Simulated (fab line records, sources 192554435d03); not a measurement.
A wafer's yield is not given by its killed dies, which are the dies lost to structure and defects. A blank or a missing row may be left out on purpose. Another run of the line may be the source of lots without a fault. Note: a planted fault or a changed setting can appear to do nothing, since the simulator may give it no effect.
A struck lot beside a sound one :: flow n5-finfet :: 15 steps out of a route of 1938
Sound: these wafers, L912.2, L912.3, L912.4. Struck: wafer L920.1 (left out: L920.3, L920.6 of the same lot, which were not struck); the cause appears at the end.
Each step with rows lists, per side, the tool, then ch with its chambers, then its first start. Under that, the readings that differ: sound wafers :: struck wafers :: difference of the means :: sigmas: that difference in standard deviations of wafers without a fault.
alike: same words and numbers on both sides, and readings whose means sit less than 2 such deviations apart. not compared: any withheld reading, any reading some wafer has no value for, any bound like >300 that may hide the same value, and any number with overlapping values for which the record gives no deviation.
The two part at a step that has a row with sigmas, a row that says differs or no value, or rows on one side only. Numbers that have no deviation but don't overlap get no sigmas and don't part them. A reading missing from all wafers of one side parts the sides only when that side holds two or more wafers.

N5_BEOL_M4_INSPECT_30: inspects for defects (brightfield).
  sound: defect-inspect-02 at day 8 21:20; struck: defect-inspect-01 at day 10 16:48
  alike: raw-defect-count
N5_BEOL_M4_DESCUM_33: chemistry O2, time 7 s.
  sound on rie-diel-06 ch 0,1, day 8 21:24; struck on rie-diel-06 ch 3, day 10 16:50
reading: drypump-motor-current-A (A)
sound: 5.1 5.0 5.1
struck: 6.6
difference: +1.5
sigmas: +3
  alike: oes-product-au, rf-fwd-power-W, rf-vpp-V, showerhead-plenum-p-Torr, throttle-valve-pct
  not compared: rf-hours-counter-h
N5_BEOL_M4_ETCH_77: etches underlayer in N2/H2, target depth 6.5 nm, time 5.2 s.
  sound on rie-diel-06 ch 0,1, day 8 21:26; struck on rie-diel-06 ch 3, day 10 16:52
reading: drypump-motor-current-A (A)
sound: 5.1 5.0 5.1
struck: 6.7
difference: +1.6
sigmas: +3

reading: etch-rf-on-time-s (s)
sound: 5.06 5.05 5.03
struck: 5.35
difference: +0.30
sigmas: +2

reading: h2-flow-sccm (sccm)
sound: 201.2 200.8 201.1
struck: 198.9
difference: -2.1
sigmas: -4
  alike: bias-w, oes-product-au, rf-fwd-power-W, rf-vpp-V, showerhead-plenum-p-Torr, throttle-valve-pct
  not compared: rf-hours-counter-h
then, 1 step without rows for these wafers: N5_BEOL_M4_ETCH_69 (etches SiARC in CF4, target depth 15.6 nm, time 26 s).
N5_BEOL_M4_ALD_98: deposits SiO2, target thk 2.5 nm, pulse time 1 s, co reactant pulse time 1 s.
  sound on ald-sin-02 ch 0,1,2, day 8 21:38; struck on ald-sin-03 ch 1, day 10 17:12
reading: precursor-pulse-height-rel
sound: 0.979 0.990 1.021
struck: 0.951
difference: -0.046
sigmas: -2
  alike: heater-power-w, susceptor-temp-C
then, 4 steps without rows for these wafers: N5_BEOL_M4_ETCHBACK_99 (etches SiO2 in CHF3, target depth 5 nm, time 10.4 s); N5_BEOL_M4_ETCH_70 (etches SOC in N2/H2, target depth 80 nm, overetch 24 nm, time 130 s); N5_BEOL_M4_STRIP_71 (strips in N2/H2); N5_BEOL_M4_STRIP_78 (strips in N2/H2).
N5_BEOL_M4_VIA_ETCH_34: etches the open film in C4F6/O2, target depth 69.4 nm, time 65.9 s.
  sound on rie-diel-05 ch 1,2,3, day 8 22:24; struck on rie-diel-05 ch 2, day 10 21:08
  alike: bias-w, drypump-motor-current-A, oes_f_703_au, oes-product-au, rf-fwd-power-W, rf-vpp-V, showerhead-plenum-p-Torr, throttle-valve-pct
  not compared: rf-hours-counter-h
then, 2 steps without rows for these wafers: N5_BEOL_M4_STRIP_83 (strips in C4F6/O2); N5_BEOL_M4_STRIP_36 (strips in N2/H2).
N5_BEOL_M4_TRENCH_ETCH_37: etches SiOC in C4F6/O2, target depth 55.555 nm, time 29.2 s.
  sound on rie-diel-05 ch 1,2,3, day 8 22:30; struck on rie-diel-05 ch 2, day 10 21:15
reading: bias-w (W)
sound: 185.4 183.7 184.5
struck: 194.1
difference: +9.6
sigmas: +18

reading: rf-vpp-V (V)
sound: 667 671 646
struck: 698
difference: +37
sigmas: +2
  alike: drypump-motor-current-A, oes_f_703_au, oes-product-au, rf-fwd-power-W, showerhead-plenum-p-Torr, throttle-valve-pct
  not compared: rf-hours-counter-h
N5_BEOL_M4_ETCH_41: etches SiCN in CH3F/O2, target depth 29.9 nm, time 52.5 s.
  sound: rie-diel-05 ch 1,2,3; struck: rie-diel-05 ch 2
  alike: CH3F_flow_sccm, bias-w, drypump-motor-current-A, oes-product-au, rf-fwd-power-W, rf-vpp-V, showerhead-plenum-p-Torr, throttle-valve-pct
  not compared: rf-hours-counter-h
N5_BEOL_M4_RC_MEAS_101:
  sound on prober-02 ch 0, day 9 03:25; struck on prober-02 ch 0, day 11 02:05
  alike: DIBL_N, DIBL_P, IOFF_N, IOFF_P, ION_N, ION_P, SS_N, SS_P, VT_N, VT_P

== WHERE THEY PART ==
At N5_BEOL_M4_DESCUM_33 first; at N5_BEOL_M4_TRENCH_ETCH_37 last (within this record only). Later steps at which nothing parts them and some readings are alike: N5_BEOL_M4_ETCH_41, N5_BEOL_M4_RC_MEAS_101.

WHY: the cause the simulator had injected
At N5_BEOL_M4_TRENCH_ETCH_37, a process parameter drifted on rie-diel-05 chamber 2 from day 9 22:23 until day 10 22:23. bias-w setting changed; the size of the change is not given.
